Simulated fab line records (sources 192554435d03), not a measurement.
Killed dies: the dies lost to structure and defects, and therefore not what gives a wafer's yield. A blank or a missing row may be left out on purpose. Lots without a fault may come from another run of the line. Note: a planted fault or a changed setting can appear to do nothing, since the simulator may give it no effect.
fab line records | flow n5_finfet
[record] lots = 7 | wafers = 39
route steps=1938 shown ZERO_LAYER@4 FIN_SAQP@100 SD_EPI_N@278 HKMG_FIN@401 MOL_CONTACT_COAG@584 BEOL_M0_SAQP@698 BEOL_M1@814 BEOL_M3@998 BEOL_M4@1092
start_h: hours from the record's first day to the start of the lot's first wafer shown | wait_h: hours since the lot's step before | " repeats the value in the row above | L1.1+2: a row that stands for several wafers | - either no value or no given start | * or withheld: withheld | < > ~ a bound
route shown NAME@n: names a module that has steps shown in the file, with the first one's number in the route | usual: mean/standard deviation of fault-free wafers | same: alike in all rows | chamber/n: place in a boat | sites: readings site by site | _std_site: standard deviation of those values | _edge_site: outer sites' mean less inner sites' | radius_mm: for every site, how far away it sits from the centre of the wafer | mask NAME#n: copy n | behind: the most recent tool/chamber to have shaped the wafer | hold: cause of the lot's hold/its duration in hours/its outcome | device: transistor that didn't switch, given as n, p or np | end of line: at the end of the route, the tests of the same wafers | where a step has no rows: the recipe by itself | killed: dies that structure and defects cost at the first sort, which is not the same as the wafer's yield | map: a wafer's dies, x killed, . not, _ none there
set.NAME: the setting that was run; set.NAME@STEP: the one run at that earlier step | model.NAME: the simulator's own value behind a step, which no gauge read
lots with deliberately changed settings; one table per step, one row per wafer
[[steps]]
[step N5_ZERO_LAYER_PECVD_02]
[recipe] material = SiO2 | target_thk_a = 100 | temp_c = 400 | precursor = SiH4/N2O | pressure_torr = 0.75 | rf_w = 275 | time_s = 6
[step N5_FIN_SAQP_PECVD_06]
[recipe] material = a-Si | target_thk_a = 600 | temp_c = 400 | precursor = SiH4/He | pressure_torr = 3 | rf_w = 100 | time_s = 48.1
[step N5_SD_EPI_N_ETCH_45]
[recipe] chemistry = CH3F/O2 | target = SiOCN | target_depth_a = 60 | mask_material = SOC | ion_energy_ev = 60 | bias_w = 29 | pressure_mtorr = 15 | source_w = 410 | Ar_flow_sccm = 150 | CH3F_flow_sccm = 30 | O2_flow_sccm = 20
[step N5_HKMG_FIN_DESCUM_53]
[recipe] chemistry = O2 | time_s = 7.9 | source_power_w = 50 | bias_power_w = 20 | pressure_mtorr = 20 | rf_frequency_hz = 2.712e+07 | temp_c = 40 | resist = CAR-ArF | o2_flow_sccm = 225
[step N5_MOL_CONTACT_COAG_ETCHBACK_135]
[recipe] chemistry = CHF3 | target = SiO2 | target_depth_a = 250 | time_s = 16.7 | ion_energy_ev = 200 | pressure_mtorr = 30 | source_w = 610 | bias_w = 170 | Ar_flow_sccm = 200 | CHF3_flow_sccm = 50
[step N5_BEOL_M0_SAQP_ALD_48]
[recipe] material = SiO2 | target_thk_a = 200 | temp_c = 100 | ald_precursor_family = BDEAS | ald_co_reactant = O2-plasma | pulse_time_s = 1 | co_reactant_pulse_time_s = 1 | purge_time_s = 2 | co_reactant_purge_time_s = 2 | ald_cycles = 139 | pressure_torr = 2
[step N5_BEOL_M1_SPUTTER_48]
[recipe] material = Cu | target_thk_a = 45 | temp_c = -20 | chamber_pressure_pa = 0.07 | power_w = withheld | time_s = 8.29
[step N5_BEOL_M3_SPUTTER_81]
[step N5_BEOL_M4_SPUTTER_88]
[step N5_BEOL_M4_RC_MEAS_101]
[usual] CJ_N = 4.34/0.07 | RS_PWELL = 3011/20
lot.wafer | tool      | chamber | start_h | wait_h | set.time_s@ZERO_LAYER_PECVD_02 | set.time_s@FIN_SAQP_PECVD_06 | set.target_depth_a@SD_EPI_N_ETCH_45 | set.time_s@HKMG_FIN_DESCUM_53 | set.time_s@MOL_CONTACT_COAG_ETCHBACK_135 | set.ald_cycles@BEOL_M0_SAQP_ALD_48 | set.target_thk_a@BEOL_M1_SPUTTER_48 | set.time_s@BEOL_M3_SPUTTER_81 | set.time_s@BEOL_M4_SPUTTER_88 | CJ_N | RS_PWELL[ohm/sq]
L076.1    | prober-02 | 0       | 175.60  | 0.0    | 6                              | 48.1                         | 90.43                               | 5.41                          | 16.7                                     | 112                                | 36.02                               | 4.471                         | 6.998                         | 4.38 | 3034
L076.2    | "         | 0       | "       | "      | 6                              | 48.1                         | 90.43                               | 7.9                           | 16.7                                     | 112                                | 45                                  | 4.471                         | 8.29                          | 4.42 | 2998
L076.3    | "         | 0       | "       | "      | 6                              | 48.1                         | 60                                  | 5.41                          | 16.7                                     | 139                                | 45                                  | 4.471                         | 6.998                         | 4.41 | 2993
L076.4    | "         | 0       | "       | "      | 6                              | 48.1                         | 60                                  | 5.41                          | 16.7                                     | 139                                | 45                                  | 8.29                          | 8.29                          | 4.51 | 3033
L076.5    | "         | 0       | "       | "      | 6                              | 48.1                         | 60                                  | 7.9                           | 16.7                                     | 112                                | 36.02                               | 8.29                          | 8.29                          | 4.38 | 3039
L076.6    | "         | 0       | "       | "      | 6                              | 48.1                         | 90.43                               | 7.9                           | 16.7                                     | 139                                | 36.02                               | 8.29                          | 6.998                         | 4.45 | 3004
L084.1    | prober-01 | 0       | 220.71  | 0.0    | 6                              | 48.1                         | 60                                  | 7.9                           | 24.9                                     | 66                                 | 69.67                               | 8.29                          | 6.354                         | 4.33 | 2986
L084.2    | "         | 0       | "       | "      | 8.348                          | 28.09                        | 60                                  | 7.9                           | 24.9                                     | 66                                 | 45                                  | 8.29                          | 8.29                          | 4.62 | 3052
L084.3    | "         | 0       | "       | "      | 6                              | 48.1                         | 60                                  | 7.9                           | 16.7                                     | 139                                | 45                                  | 8.29                          | 6.354                         | 4.37 | 2998
L084.4    | "         | 0       | "       | "      | 8.348                          | 28.09                        | 60                                  | 6.394                         | 16.7                                     | 139                                | 69.67                               | 8.29                          | 8.29                          | 4.62 | 3069
L084.5    | "         | 0       | "       | "      | 8.348                          | 48.1                         | 60                                  | 6.394                         | 16.7                                     | 66                                 | 69.67                               | 8.29                          | 8.29                          | 4.66 | 3049
L084.6    | "         | 0       | "       | "      | 6                              | 28.09                        | 60                                  | 6.394                         | 24.9                                     | 139                                | 45                                  | 8.29                          | 6.354                         | 4.35 | 3000
L083.1    | prober-01 | 0       | 224.24  | 0.0    | 3.511                          | 62.98                        | 60                                  | 7.9                           | 22.77                                    | 197                                | 63.82                               | 8.29                          | 10.53                         | 3.99 | 2947
L083.2    | "         | 0       | "       | "      | 6                              | 62.98                        | 60                                  | 7.9                           | 16.7                                     | 139                                | 45                                  | 3.51                          | 10.53                         | 4.33 | 3017
L083.3    | "         | 0       | "       | "      | 6                              | 62.98                        | 29.14                               | 11.85                         | 22.77                                    | 139                                | 63.82                               | 3.51                          | 8.29                          | 4.32 | 2986
L083.4    | "         | 0       | "       | "      | 3.511                          | 48.1                         | 29.14                               | 11.85                         | 16.7                                     | 139                                | 45                                  | 8.29                          | 10.53                         | 3.98 | 2921
L083.5    | "         | 0       | "       | "      | 3.511                          | 48.1                         | 29.14                               | 7.9                           | 16.7                                     | 197                                | 63.82                               | 8.29                          | 8.29                          | 3.98 | 2948
L083.6    | "         | 0       | "       | "      | 6                              | 48.1                         | 60                                  | 11.85                         | 22.77                                    | 197                                | 45                                  | 3.51                          | 8.29                          | 4.36 | 3000
L089.1    | prober-01 | 0       | 261.24  | 0.0    | 6                              | 48.1                         | 60                                  | 7.9                           | 16.7                                     | 139                                | 45                                  | 8.29                          | 8.29                          | 4.40 | 3003
L089.2    | "         | 0       | "       | "      | 6                              | 48.1                         | 60                                  | 7.9                           | 16.7                                     | 139                                | 45                                  | 8.29                          | 8.29                          | 4.41 | 2986
L089.6    | "         | 0       | "       | "      | 6                              | 48.1                         | 60                                  | 7.9                           | 16.7                                     | 139                                | 45                                  | 8.29                          | 8.29                          | 4.39 | 3032
L092.1    | prober-02 | 0       | 270.44  | 0.0    | 6                              | 48.1                         | 60                                  | 7.9                           | 25.59                                    | 139                                | 45                                  | 8.29                          | 8.29                          | 4.34 | 3015
L092.2    | "         | 0       | "       | "      | 8.427                          | 61.44                        | 60                                  | 9.971                         | 25.59                                    | 139                                | 45                                  | 8.29                          | 11.52                         | 4.60 | 3076
L092.3    | "         | 0       | "       | "      | 6                              | 61.44                        | 60                                  | 7.9                           | 16.7                                     | 139                                | 45                                  | 13.2                          | 11.52                         | 4.37 | 3004
L092.4    | "         | 0       | "       | "      | 6                              | 48.1                         | 60                                  | 9.971                         | 16.7                                     | 139                                | 45                                  | 8.29                          | 8.29                          | 4.32 | 3039
L092.5    | "         | 0       | "       | "      | 8.427                          | 48.1                         | 60                                  | 7.9                           | 25.59                                    | 139                                | 45                                  | 13.2                          | 11.52                         | 4.66 | 3075
L092.6    | "         | 0       | "       | "      | 8.427                          | 61.44                        | 60                                  | 9.971                         | 16.7                                     | 139                                | 45                                  | 13.2                          | 8.29                          | 4.60 | 3086
L093.1    | prober-01 | 0       | 282.60  | 0.0    | 6                              | 48.1                         | 60                                  | 3.76                          | 16.7                                     | 139                                | 45                                  | 8.29                          | 13.23                         | 4.31 | 2974
L093.2    | "         | 0       | "       | "      | 6                              | 48.1                         | 95.08                               | 3.76                          | 16.7                                     | 180                                | 23.18                               | 6.603                         | 8.29                          | 4.25 | 2996
L093.3    | "         | 0       | "       | "      | 6                              | 39.73                        | 60                                  | 3.76                          | 24.27                                    | 139                                | 23.18                               | 8.29                          | 13.23                         | 4.35 | 3005
L093.4    | "         | 0       | "       | "      | 6                              | 39.73                        | 95.08                               | 7.9                           | 24.27                                    | 139                                | 23.18                               | 6.603                         | 8.29                          | 4.39 | 2997
L093.5    | "         | 0       | "       | "      | 6                              | 39.73                        | 60                                  | 7.9                           | 16.7                                     | 180                                | 45                                  | 8.29                          | 8.29                          | 4.37 | 3024
L093.6    | "         | 0       | "       | "      | 6                              | 48.1                         | 95.08                               | 7.9                           | 24.27                                    | 180                                | 45                                  | 6.603                         | 13.23                         | 4.34 | 3001
L094.1    | prober-01 | 0       | 295.71  | 0.0    | 9.085                          | 63.3                         | 60                                  | 7.9                           | 21.11                                    | 139                                | 45                                  | 8.29                          | 8.29                          | 4.63 | 3085
L094.2    | "         | 0       | "       | "      | 6                              | 63.3                         | 60                                  | 7.9                           | 21.11                                    | 139                                | 23.56                               | 8.29                          | 8.29                          | 4.31 | 3009
L094.3    | "         | 0       | "       | "      | 9.085                          | 48.1                         | 60                                  | 10.87                         | 16.7                                     | 139                                | 23.56                               | 8.29                          | 8.29                          | 4.60 | 3068
L094.4    | "         | 0       | "       | "      | 6                              | 48.1                         | 36.25                               | 10.87                         | 21.11                                    | 139                                | 45                                  | 8.29                          | 8.29                          | 4.24 | 2988
L094.5    | "         | 0       | "       | "      | 9.085                          | 63.3                         | 36.25                               | 10.87                         | 16.7                                     | 139                                | 23.56                               | 8.29                          | 8.29                          | 4.63 | 3081
L094.6    | "         | 0       | "       | "      | 6                              | 48.1                         | 36.25                               | 7.9                           | 16.7                                     | 139                                | 45                                  | 8.29                          | 8.29                          | 4.32 | 2976
[[key]]
[split] step = N5_ZERO_LAYER_PECVD_02 | setting = time_s | stated_as = 6
[response] step = N5_BEOL_M4_RC_MEAS_101 | reading = CJ_N | slope = +0.00722 | per = 1% | together_with = all | explained = 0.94
[response] step = N5_BEOL_M4_RC_MEAS_101 | reading = RS_PWELL | slope = +1.65 | per = 1% | together_with = all | explained = 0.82
[split] step = N5_FIN_SAQP_PECVD_06 | setting = time_s | stated_as = 48.1
response none clear
[split] step = N5_SD_EPI_N_ETCH_45 | setting = target_depth_a | stated_as = 60
response none clear
[split] step = N5_HKMG_FIN_DESCUM_53 | setting = time_s | stated_as = 7.9
response none clear
[split] step = N5_MOL_CONTACT_COAG_ETCHBACK_135 | setting = time_s | stated_as = 16.7
response none clear
[split] step = N5_BEOL_M0_SAQP_ALD_48 | setting = ald_cycles | stated_as = 139
response none clear
[split] step = N5_BEOL_M1_SPUTTER_48 | setting = target_thk_a | stated_as = 45
response none clear
[split] step = N5_BEOL_M3_SPUTTER_81 | setting = time_s | stated_as = 8.29
response none clear
[split] step = N5_BEOL_M4_SPUTTER_88 | setting = time_s | stated_as = 8.29
response none clear
